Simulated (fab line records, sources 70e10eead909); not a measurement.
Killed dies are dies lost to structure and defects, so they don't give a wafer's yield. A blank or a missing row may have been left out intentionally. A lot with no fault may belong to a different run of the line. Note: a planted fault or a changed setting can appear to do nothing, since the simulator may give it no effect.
Which tool did it? | flow nand_harc | Sampling: 24 lots, 72 wafers, 4 of 1302 route steps

== WHAT EACH GAUGE READ, for each wafer ==
NHARC_A_M0_CD_MEAS_09 targets a cd of 80 nm. Usual: cd_nm 80.2 nm, standard deviation 0.66.
lot  | measured     | on        | cd_nm (nm)     | flag
L075 | day 23 04:56 | cd_sem-01 | 80.9 79.6 81.4 |
L074 | day 23 04:28 | cd_sem-01 | 80.1 81.3 81.3 |
L077 | day 23 21:04 | cd_sem-02 | 81.0 79.8 78.7 |
L076 | day 23 22:15 | cd_sem-02 | 80.4 80.0 81.0 |
L078 | day 24 06:35 | cd_sem-03 | 81.2 80.4 80.5 |
L079 | day 25 00:35 | cd_sem-01 | 80.0 79.4 80.5 |
L080 | day 25 15:50 | cd_sem-02 | 81.2 79.5 81.2 |
L083 | day 26 06:47 | cd_sem-01 | 80.3 80.0 80.0 |
L082 | day 26 07:32 | cd_sem-03 | 80.8 81.5 81.4 |
L081 | day 26 08:07 | cd_sem-03 | 80.5 81.3 80.0 |
L084 | day 26 12:26 | cd_sem-03 | 80.3 79.8 79.9 |
L086 | day 27 06:38 | cd_sem-03 | 80.2 79.6 79.6 |
L085 | day 27 10:25 | cd_sem-03 | 79.6 80.5 79.0 |
L087 | day 27 20:14 | cd_sem-01 | 80.2 80.7 81.6 |
L089 | day 28 11:13 | cd_sem-01 | 79.8 80.8 80.4 |
L088 | day 28 19:47 | cd_sem-03 | 80.2 79.1 80.1 |
L091 | day 29 13:08 | cd_sem-01 | 80.8 80.7 79.5 |
L090 | day 29 14:29 | cd_sem-03 | 80.1 81.1 79.6 |
L092 | day 30 01:32 | cd_sem-01 | 80.2 79.0 79.4 |
L093 | day 30 15:33 | cd_sem-03 | 79.4 79.9 78.7 |
L094 | day 30 18:06 | cd_sem-02 | 80.7 80.5 80.7 |
L095 | day 31 13:38 | cd_sem-02 | 79.6 79.8 80.2 |
L096 | day 31 21:58 | cd_sem-01 | 78.8 79.8 79.5 |
L097 | day 32 19:46 | cd_sem-02 | 81.1 80.3 80.7 |

== WHICH TOOL RAN EACH LOT (tool, then ch and the chambers of the sampled wafers, then the start) ==
lot  | NHARC_A_CONTACT_STRIP_26                      | NHARC_A_BLC_STRIP_21               | NHARC_A_BLC_CVD_24
L075 | rie_diel-05 ch 1,3, day 23 02:16 or earlier   | rie_diel-06 ch 0,2, day 23 02:16   | cvd_w-02 ch 0,1, day 23 04:56 or earlier
L074 | rie_diel-04 ch 0,2,3, day 23 01:45 or earlier | rie_diel-06 ch 0,2,3, day 23 01:45 | cvd_w-02 ch 0,1, day 23 04:28 or earlier
L077 | rie_diel-05 ch 0,1,2, day 23 17:52 or earlier | rie_diel-06 ch 1,2,3, day 23 17:52 | cvd_w-01 ch 0, day 23 21:04 or earlier
L076 | rie_diel-05 ch 0,1,2, day 23 19:41 or earlier | rie_diel-06 ch 0,1,3, day 23 19:41 | cvd_w-02 ch 0,1, day 23 22:15 or earlier
L078 | rie_diel-05 ch 1,3, day 23 23:56              | rie_diel-10 ch 1,2, day 24 04:01   | cvd_w-02 ch 0,1, day 24 06:35 or earlier
L079 | rie_diel-05 ch 0,1,3, day 24 21:28 or earlier | rie_diel-10 ch 1,2, day 24 21:28   | cvd_w-01 ch 0, day 25 00:35 or earlier
L080 | rie_diel-04 ch 0,2,3, day 25 13:07 or earlier | rie_diel-06 ch 0,1, day 25 13:07   | cvd_w-02 ch 0,1, day 25 15:50 or earlier
L083 | rie_diel-05 ch 0,1,3, day 26 03:52 or earlier | rie_diel-06 ch 1,2,3, day 26 03:52 | cvd_w-02 ch 0,1, day 26 06:47 or earlier
L082 | rie_diel-04 ch 1,2,3, day 26 04:50 or earlier | rie_diel-06 ch 0,3, day 26 04:50   | cvd_w-01 ch 1, day 26 07:32 or earlier
L081 | rie_diel-05 ch 0,3, day 26 05:27 or earlier   | rie_diel-09 ch 2,3, day 26 05:27   | cvd_w-02 ch 0,1, day 26 08:07 or earlier
L084 | rie_diel-05 ch 2,3, day 26 09:44 or earlier   | rie_diel-09 ch 0,3, day 26 09:44   | cvd_w-02 ch 0,1, day 26 12:26 or earlier
L086 | rie_diel-05 ch 0,1,3, day 27 04:05 or earlier | rie_diel-06 ch 0,1,2, day 27 04:05 | cvd_w-01 ch 0,1, day 27 06:38 or earlier
L085 | rie_diel-05 ch 1,2,3, day 27 07:50 or earlier | rie_diel-06 ch 1,2, day 27 07:50   | cvd_w-01 ch 0,1, day 27 10:25 or earlier
L087 | rie_diel-04 ch 0,3, day 27 17:29 or earlier   | rie_diel-10 ch 0,2, day 27 17:29   | cvd_w-01 ch 0,1, day 27 20:14 or earlier
L089 | rie_diel-05 ch 0,1, day 28 08:29 or earlier   | rie_diel-10 ch 0,1,2, day 28 08:29 | cvd_w-01 ch 0,1, day 28 11:13 or earlier
L088 | rie_diel-13 ch 2,3, day 28 17:05 or earlier   | rie_diel-09 ch 1,2, day 28 17:05   | cvd_w-02 ch 0,1, day 28 19:47 or earlier
L091 | rie_diel-13 ch 0,1,2, day 29 10:34 or earlier | rie_diel-10 ch 2,3, day 29 10:34   | cvd_w-01 ch 0,1, day 29 13:08 or earlier
L090 | rie_diel-05 ch 1,2,3, day 29 11:46 or earlier | rie_diel-10 ch 0,1,3, day 29 11:46 | cvd_w-02 ch 0,1, day 29 14:29 or earlier
L092 | rie_diel-13 ch 0,2,3, day 29 22:57 or earlier | rie_diel-10 ch 2,3, day 29 22:57   | cvd_w-02 ch 0,1, day 30 01:32 or earlier
L093 | rie_diel-05 ch 0,1,3, day 30 12:41 or earlier | rie_diel-06 ch 0,1,2, day 30 12:41 | cvd_w-02 ch 0,1, day 30 15:33 or earlier
L094 | rie_diel-05 ch 0,2, day 30 15:26 or earlier   | rie_diel-06 ch 1,3, day 30 15:26   | cvd_w-02 ch 0,1, day 30 18:06 or earlier
L095 | rie_diel-05 ch 0,1,3, day 31 10:51 or earlier | rie_diel-06 ch 0,1,3, day 31 10:51 | cvd_w-02 ch 0,1, day 31 13:38 or earlier
L096 | rie_diel-13 ch 0,1,3, day 31 18:38 or earlier | rie_diel-06 ch 0,2,3, day 31 18:38 | cvd_w-02 ch 0,1, day 31 21:58 or earlier
L097 | rie_diel-05 ch 0,1, day 32 17:05 or earlier   | rie_diel-06 ch 2,3, day 32 17:05   | cvd_w-02 ch 0,1, day 32 19:46 or earlier
- NHARC_A_CONTACT_STRIP_26: strips in O2.
- NHARC_A_BLC_STRIP_21: strips in O2.
- NHARC_A_BLC_CVD_24: deposits W, target thk 150 nm, time 434 s.

== AS READ BY THE TOOLS THEMSELVES (means over the sampled wafers that have a number; for cases with no such wafer, the mark the record gives instead) ==
NHARC_A_CONTACT_STRIP_26. Usual: drypump_motor_current_A 5.7 A, standard deviation 0.39; oes_product_au 1.002 a.u., standard deviation 0.012; rf_vpp_V 57.8 V, standard deviation 0.99; showerhead_plenum_p_Torr 3.58 Torr, standard deviation 0.2; throttle_valve_pct 17.036 %, standard deviation 0.0084.
lot  | tool        | drypump_motor_current_A (A) | oes_product_au (a.u.) | rf_vpp_V (V) | showerhead_plenum_p_Torr (Torr) | throttle_valve_pct (%) | flag
L075 | rie_diel-05 | 5.9                         | 1.003                 | 58.3         | 3.68                            | 17.041                 |
L074 | rie_diel-04 | 5.8                         | 1.011                 | 57.5         | 3.44                            | 17.035                 |
L077 | rie_diel-05 | 5.8                         | 1.007                 | 57.4         | 3.63                            | 17.039                 |
L076 | rie_diel-05 | 5.8                         | 1.002                 | 58.0         | 3.63                            | 17.033                 |
L078 | rie_diel-05 | 5.9                         | 1.005                 | 57.8         | 3.67                            | 17.029                 |
L079 | rie_diel-05 | 5.9                         | 1.009                 | 57.8         | 3.67                            | 17.035                 |
L080 | rie_diel-04 | 5.8                         | 1.003                 | 57.8         | 3.61                            | 17.043                 |
L083 | rie_diel-05 | 5.9                         | 1.002                 | 57.4         | 3.67                            | 17.038                 |
L082 | rie_diel-04 | 5.7                         | 0.991                 | 56.9         | 3.53                            | 17.032                 |
L081 | rie_diel-05 | 5.8                         | 1.000                 | 57.8         | 3.67                            | 17.039                 |
L084 | rie_diel-05 | 5.3                         | 1.007                 | 57.1         | 3.39                            | 17.046                 |
L086 | rie_diel-05 | 5.9                         | 0.993                 | 57.7         | 3.67                            | 17.036                 |
L085 | rie_diel-05 | 5.6                         | 0.993                 | 57.8         | 3.51                            | 17.039                 |
L087 | rie_diel-04 | 5.9                         | 1.011                 | 58.2         | 3.57                            | 17.029                 |
L089 | rie_diel-05 | 6.1                         | 0.998                 | 58.8         | 3.78                            | 17.043                 |
L088 | rie_diel-13 | 5.2                         | 1.017                 | 58.3         | 3.66                            | 17.032                 |
L091 | rie_diel-13 | 5.5                         | 0.997                 | 57.9         | 3.45                            | 17.037                 |
L090 | rie_diel-05 | 5.6                         | 1.002                 | 57.7         | 3.50                            | 17.039                 |
L092 | rie_diel-13 | 5.3                         | 1.011                 | 57.2         | 3.58                            | 17.029                 |
L093 | rie_diel-05 | 5.9                         | 0.999                 | 59.0         | 3.66                            | 17.038                 |
L094 | rie_diel-05 | 5.5                         | 0.995                 | 57.6         | 3.45                            | 17.040                 |
L095 | rie_diel-05 | 5.9                         | 1.002                 | 58.1         | 3.66                            | 17.037                 |
L096 | rie_diel-13 | 5.5                         | 1.000                 | 58.7         | 3.64                            | 17.038                 |
L097 | rie_diel-05 | 6.1                         | 0.995                 | 58.4         | 3.77                            | 17.035                 |

NHARC_A_BLC_STRIP_21. Usual: drypump_motor_current_A 5.6 A, standard deviation 0.39; oes_product_au 0.993 a.u., standard deviation 0.014; rf_vpp_V 57.6 V, standard deviation 0.87; showerhead_plenum_p_Torr 3.51 Torr, standard deviation 0.12; throttle_valve_pct 17.036 %, standard deviation 0.009.
lot  | tool        | drypump_motor_current_A (A) | oes_product_au (a.u.) | rf_vpp_V (V) | showerhead_plenum_p_Torr (Torr) | throttle_valve_pct (%) | flag
L075 | rie_diel-06 | 5.6                         | 0.981                 | 57.8         | 3.60                            | 17.041                 |
L074 | rie_diel-06 | 5.6                         | 0.989                 | 57.3         | 3.49                            | 17.036                 |
L077 | rie_diel-06 | 5.7                         | 1.003                 | 56.9         | 3.43                            | 17.038                 |
L076 | rie_diel-06 | 5.5                         | 1.008                 | 58.3         | 3.52                            | 17.040                 |
L078 | rie_diel-10 | 5.2                         | 0.999                 | 57.7         | 3.56                            | 17.045                 |
L079 | rie_diel-10 | 5.0                         | 0.989                 | 56.8         | 3.49                            | 17.028                 |
L080 | rie_diel-06 | 5.5                         | 0.985                 | 58.1         | 3.63                            | 17.038                 |
L083 | rie_diel-06 | 5.7                         | 0.990                 | 58.0         | 3.43                            | 17.031                 |
L082 | rie_diel-06 | 5.3                         | 0.994                 | 57.6         | 3.46                            | 17.037                 |
L081 | rie_diel-09 | 5.9                         | 0.996                 | 57.0         | 3.54                            | 17.032                 |
L084 | rie_diel-09 | 5.6                         | 1.002                 | 57.1         | 3.52                            | 17.035                 |
L086 | rie_diel-06 | 5.7                         | 0.991                 | 57.6         | 3.55                            | 17.037                 |
L085 | rie_diel-06 | 5.9                         | 0.993                 | 57.6         | 3.49                            | 17.033                 |
L087 | rie_diel-10 | 5.4                         | 0.992                 | 58.0         | 3.60                            | 17.036                 |
L089 | rie_diel-10 | 5.3                         | 0.995                 | 58.1         | 3.57                            | 17.035                 |
L088 | rie_diel-09 | 6.0                         | 0.988                 | 57.5         | 3.45                            | 17.039                 |
L091 | rie_diel-10 | 5.0                         | 0.992                 | 56.6         | 3.46                            | 17.037                 |
L090 | rie_diel-10 | 5.7                         | 1.000                 | 57.7         | 3.60                            | 17.031                 |
L092 | rie_diel-10 | 5.0                         | 0.995                 | 57.7         | 3.46                            | 17.043                 |
L093 | rie_diel-06 | 5.7                         | 0.987                 | 57.8         | 3.54                            | 17.033                 |
L094 | rie_diel-06 | 5.5                         | 0.995                 | 56.5         | 3.40                            | 17.032                 |
L095 | rie_diel-06 | 5.5                         | 0.983                 | 58.2         | 3.51                            | 17.039                 |
L096 | rie_diel-06 | 5.5                         | 0.979                 | 57.5         | 3.48                            | 17.038                 |
L097 | rie_diel-06 | 5.8                         | 0.969                 | 57.2         | 3.39                            | 17.039                 |

NHARC_A_BLC_CVD_24. Usual: heater_power_w 497 W, standard deviation 22; throttle_valve_pct 7.82 %, standard deviation 0.29.
lot  | tool     | heater_power_w (W) | throttle_valve_pct (%) | flag
L075 | cvd_w-02 | 479                | 7.74                   |
L074 | cvd_w-02 | 479                | 7.78                   |
L077 | cvd_w-01 | 501                | 7.72                   |
L076 | cvd_w-02 | 488                | 7.74                   |
L078 | cvd_w-02 | 487                | 7.75                   |
L079 | cvd_w-01 | 520                | 7.73                   |
L080 | cvd_w-02 | 487                | 7.68                   |
L083 | cvd_w-02 | 479                | 7.83                   |
L082 | cvd_w-01 | 519                | 8.52                   |
L081 | cvd_w-02 | 488                | 7.76                   |
L084 | cvd_w-02 | 484                | 7.94                   |
L086 | cvd_w-01 | 523                | 7.92                   |
L085 | cvd_w-01 | 533                | 8.04                   |
L087 | cvd_w-01 | 537                | 8.02                   |
L089 | cvd_w-01 | 521                | 8.01                   |
L088 | cvd_w-02 | 485                | 7.59                   |
L091 | cvd_w-01 | 530                | 8.03                   |
L090 | cvd_w-02 | 479                | 7.61                   |
L092 | cvd_w-02 | 493                | 7.72                   |
L093 | cvd_w-02 | 482                | 7.72                   |
L094 | cvd_w-02 | 489                | 7.76                   |
L095 | cvd_w-02 | 472                | 7.57                   |
L096 | cvd_w-02 | 480                | 7.57                   |
L097 | cvd_w-02 | 486                | 7.95                   |

== THE ANSWER, worked out from the rows above alone ==
Rule: take the mean of a lot's wafers that have a number; if it is more than 3 standard deviations from the usual mean, the lot is off. A lot without any number at a reading at which 4 lots or more have one is off too. All remaining lots with rows at the step are treated as sound. First the gauges in route order, then the tools' own readings, where a lot's mean is used as printed above. The first step at which some lot is off is used, and at that step the reading that is off furthest; a lot without a number counts as furthest.
Across all readings shown, no lot is off: no conclusion can be drawn from this.

== WHAT WAS PUT IN BY THE SIMULATOR ==
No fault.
